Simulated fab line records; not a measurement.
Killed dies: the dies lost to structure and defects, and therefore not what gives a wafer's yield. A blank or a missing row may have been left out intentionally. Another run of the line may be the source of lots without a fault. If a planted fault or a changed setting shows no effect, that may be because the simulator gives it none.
The tool behind it: which one?    flow n5Finfet    at 1 step of a route of 1938, 13 lots with 37 wafers sampled

== WHAT THE GAUGES SHOWED, per wafer ==
N5_BEOL_M13_OVL_MEAS_29. Usual: M13_OVL typically reads 2 nm, with standard deviation 4.8.
lot   measured      on          M13_OVL (nm)  flag
L234  day 11 16:53  overlay-01  7 1 4         
L232  day 11 18:47  overlay-01  7 -2 4        
L233  day 11 19:16  overlay-02  -2 1 -5       
L235  day 12 07:09  overlay-02  3 3 2         
L236  day 12 07:11  overlay-01  -5 1 -5       
L237  day 12 07:34  overlay-01  5 -10 -3      
L242  day 13 19:17  overlay-01  -3 6 4        
L245  day 14 15:15  overlay-01  -3 -1 0       
L246  day 15 05:27  overlay-01  8 8 4         
L248  day 15 18:38  overlay-01  -1 -9 -4      
L253  day 18 03:25  overlay-02  7 -4 7        
L254  day 18 03:35  overlay-01  3 9           
L255  day 18 03:58  overlay-02  1 7           

== TOOL THAT RAN EACH LOT (tool first, then ch and the chambers of the sampled wafers, then the start) ==
No process step before these readings appears in the record.

== AS READ BY THE TOOLS THEMSELVES (means over the sampled wafers that have a number; for cases with no such wafer, the mark the record gives instead) ==
The record holds no such reading with a usual standard deviation.

== THE ANSWER, worked out from the rows above alone ==
Rule: lot off if the mean of its wafers having a number is beyond 3 standard deviations from the usual mean. A lot without any number at a reading at which 4 lots or more have one is off too. The other lots that the step has rows for count as sound. The gauges are gone through in route order, then the tools' own readings, and for those a lot's mean is taken as printed above. At the first step where some lot is off, the reading lying furthest off is the one used; lots without a number count as furthest.
Nothing can be told from this: no lot is off at any reading shown.

== WHAT THE SIMULATOR HAD PUT IN ==
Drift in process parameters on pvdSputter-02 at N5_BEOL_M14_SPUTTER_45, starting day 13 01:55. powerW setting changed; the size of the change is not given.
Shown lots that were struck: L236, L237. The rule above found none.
